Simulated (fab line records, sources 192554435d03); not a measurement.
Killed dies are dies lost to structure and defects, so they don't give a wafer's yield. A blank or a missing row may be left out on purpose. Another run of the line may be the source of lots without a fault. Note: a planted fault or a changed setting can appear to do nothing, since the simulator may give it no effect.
Split-lot experiment :: flow n5-finfet :: 7 lots, 21 wafers read, on a route of 1938 steps

## SPLIT DETAILS
At N5_SD_EPI_N_EPI_21 (deposits Si:P, time 690 s), the setting time-s was moved away from the recipe's 690 s on 7 of the 21 wafers read, by -12.8% to +18.3%. For the rest of the wafers, this setting stayed at what the recipe calls for.

Reading taken at the split's own step.

## THE READING
Si-P_of_SD_EPI_N_EPI_21.thk-nm (the simulator's own value, which no gauge read), in nm, at N5_SD_EPI_N_EPI_21 (deposits Si:P, time 690 s). No usual value for it is given in the file. Here, 14 wafers ran the recipe; their average is 59.1 nm with a standard deviation of 0.58 nm.

wafer: L074.2
tool, chamber at the split: epi-rpcvd-02, 0
time-s as run, s: 690
against the recipe: recipe
Si-P_of_SD_EPI_N_EPI_21.thk-nm, nm: 58.6
against lot-mates on the recipe: -

wafer: L074.3
tool, chamber at the split: epi-rpcvd-02, 0
time-s as run, s: 799.1
against the recipe: +15.8%
Si-P_of_SD_EPI_N_EPI_21.thk-nm, nm: 66.2
against lot-mates on the recipe: +7.6

wafer: L074.5
tool, chamber at the split: epi-rpcvd-02, 0
time-s as run, s: 799.1
against the recipe: +15.8%
Si-P_of_SD_EPI_N_EPI_21.thk-nm, nm: 64.8
against lot-mates on the recipe: +6.2

wafer: L081.1
tool, chamber at the split: epi-rpcvd-02, 0
time-s as run, s: 690
against the recipe: recipe
Si-P_of_SD_EPI_N_EPI_21.thk-nm, nm: 59.4
against lot-mates on the recipe: -

wafer: L081.2
tool, chamber at the split: epi-rpcvd-02, 0
time-s as run, s: 690
against the recipe: recipe
Si-P_of_SD_EPI_N_EPI_21.thk-nm, nm: 59.2
against lot-mates on the recipe: -

wafer: L081.4
tool, chamber at the split: epi-rpcvd-02, 0
time-s as run, s: 690
against the recipe: recipe
Si-P_of_SD_EPI_N_EPI_21.thk-nm, nm: 59.6
against lot-mates on the recipe: -

wafer: L086.3
tool, chamber at the split: epi-rpcvd-03, 0
time-s as run, s: 601.6
against the recipe: -12.8%
Si-P_of_SD_EPI_N_EPI_21.thk-nm, nm: 53.6
against lot-mates on the recipe: -5.1

wafer: L086.5
tool, chamber at the split: epi-rpcvd-03, 0
time-s as run, s: 690
against the recipe: recipe
Si-P_of_SD_EPI_N_EPI_21.thk-nm, nm: 59
against lot-mates on the recipe: -

wafer: L086.6
tool, chamber at the split: epi-rpcvd-03, 0
time-s as run, s: 690
against the recipe: recipe
Si-P_of_SD_EPI_N_EPI_21.thk-nm, nm: 58.4
against lot-mates on the recipe: -

wafer: L087.3
tool, chamber at the split: epi-rpcvd-04, 0
time-s as run, s: 629.3
against the recipe: -8.8%
Si-P_of_SD_EPI_N_EPI_21.thk-nm, nm: 54.6
against lot-mates on the recipe: -3.5

wafer: L087.4
tool, chamber at the split: epi-rpcvd-04, 0
time-s as run, s: 690
against the recipe: recipe
Si-P_of_SD_EPI_N_EPI_21.thk-nm, nm: 58
against lot-mates on the recipe: -

wafer: L087.5
tool, chamber at the split: epi-rpcvd-04, 0
time-s as run, s: 690
against the recipe: recipe
Si-P_of_SD_EPI_N_EPI_21.thk-nm, nm: 58.2
against lot-mates on the recipe: -

wafer: L089.3
tool, chamber at the split: epi-rpcvd-04, 0
time-s as run, s: 690
against the recipe: recipe
Si-P_of_SD_EPI_N_EPI_21.thk-nm, nm: 59.4
against lot-mates on the recipe: -

wafer: L089.4
tool, chamber at the split: epi-rpcvd-04, 0
time-s as run, s: 690
against the recipe: recipe
Si-P_of_SD_EPI_N_EPI_21.thk-nm, nm: 59.6
against lot-mates on the recipe: -

wafer: L089.6
tool, chamber at the split: epi-rpcvd-04, 0
time-s as run, s: 690
against the recipe: recipe
Si-P_of_SD_EPI_N_EPI_21.thk-nm, nm: 59.6
against lot-mates on the recipe: -

wafer: L090.2
tool, chamber at the split: epi-rpcvd-03, 0
time-s as run, s: 816.1
against the recipe: +18.3%
Si-P_of_SD_EPI_N_EPI_21.thk-nm, nm: 66.6
against lot-mates on the recipe: +7.2

wafer: L090.3
tool, chamber at the split: epi-rpcvd-03, 0
time-s as run, s: 690
against the recipe: recipe
Si-P_of_SD_EPI_N_EPI_21.thk-nm, nm: 59.4
against lot-mates on the recipe: -

wafer: L090.6
tool, chamber at the split: epi-rpcvd-03, 0
time-s as run, s: 816.1
against the recipe: +18.3%
Si-P_of_SD_EPI_N_EPI_21.thk-nm, nm: 66.2
against lot-mates on the recipe: +6.8

wafer: L093.3
tool, chamber at the split: epi-rpcvd-03, 0
time-s as run, s: 690
against the recipe: recipe
Si-P_of_SD_EPI_N_EPI_21.thk-nm, nm: 59.4
against lot-mates on the recipe: -

wafer: L093.4
tool, chamber at the split: epi-rpcvd-03, 0
time-s as run, s: 624.7
against the recipe: -9.5%
Si-P_of_SD_EPI_N_EPI_21.thk-nm, nm: 56
against lot-mates on the recipe: -3.7

wafer: L093.6
tool, chamber at the split: epi-rpcvd-03, 0
time-s as run, s: 690
against the recipe: recipe
Si-P_of_SD_EPI_N_EPI_21.thk-nm, nm: 60
against lot-mates on the recipe: -

THE FIT
A straight line over all 21 wafers: Si-P_of_SD_EPI_N_EPI_21.thk-nm changes by +0.406 nm for each +1% of time-s; r = +0.98; the points scatter about the line by 0.62 nm.
The same after taking each lot's own level away (the mean of its wafers on the recipe; 21 wafers): +0.403 nm for each +1%; r = +0.99; scatter 0.35 nm.
The reading moves by 7.4 nm for the largest change in time-s, on that fit.
From 58.10 to 59.70 nm: that is the span of the lots' own levels, equal to 2.8 times the standard deviation above.
Consequently the slope shifts little with the lot-to-lot level, the two slopes agreeing.
Check: with one of the wafers moved furthest among these (+18.3%) left out of the fit, the line predicts +7.45 nm for it against its lot-mates. It came out at +7.2 nm against them.

## FURTHER SPLITS ON THESE WAFERS
Other splits were also applied to these wafers ahead of the reading. Each is held against what the fit with the lots' levels taken away leaves over:
other split on the same wafers: N5_ZERO_LAYER_EXPOSE_08 dose-mj
wafers away from the commonest value: 6
r with Si-P_of_SD_EPI_N_EPI_21.thk-nm (lot level and that fit taken away): +0.24

other split on the same wafers: N5_ZERO_LAYER_DESCUM_16 time-s
wafers away from the commonest value: 4
r with Si-P_of_SD_EPI_N_EPI_21.thk-nm (lot level and that fit taken away): -0.15

other split on the same wafers: N5_FIN_SAQP_ALD_61 ald-cycles
wafers away from the commonest value: 12
r with Si-P_of_SD_EPI_N_EPI_21.thk-nm (lot level and that fit taken away): +0.00

other split on the same wafers: N5_FIN_SAQP_HM_DEP_03 time-s
wafers away from the commonest value: 7
r with Si-P_of_SD_EPI_N_EPI_21.thk-nm (lot level and that fit taken away): -0.33

other split on the same wafers: N5_FIN_SAQP_FIN_ETCH_36 icp-w
wafers away from the commonest value: 8
r with Si-P_of_SD_EPI_N_EPI_21.thk-nm (lot level and that fit taken away): -0.22

other split on the same wafers: N5_STI_FIN_REVEAL_ETCHBACK_08 time-s
wafers away from the commonest value: 9
r with Si-P_of_SD_EPI_N_EPI_21.thk-nm (lot level and that fit taken away): +0.12

other split on the same wafers: N5_STI_FIN_REVEAL_OXIDATION_31 time-s
wafers away from the commonest value: 7
r with Si-P_of_SD_EPI_N_EPI_21.thk-nm (lot level and that fit taken away): -0.02

## THE WHOLE CHAIN: every reading that the file lists as answering this split, in the file's order
step: N5_SD_EPI_N_EPI_21
what it does: deposits Si:P, time 690 s
reading: Si-P_of_SD_EPI_N_EPI_21.thk-nm (the simulator's own value, which no gauge read)
change (the file's fit): +0.402 nm for each +1% of the setting
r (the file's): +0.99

step: N5_SD_EPI_N_EPI_MEAS_23
what it does: 
reading: thk-nm
change (the file's fit): withheld for each +1% of the setting
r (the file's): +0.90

## FILE'S OWN FIT
Si-P_of_SD_EPI_N_EPI_21.thk-nm changes by +0.402 nm for each +1% of time-s, r = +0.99.
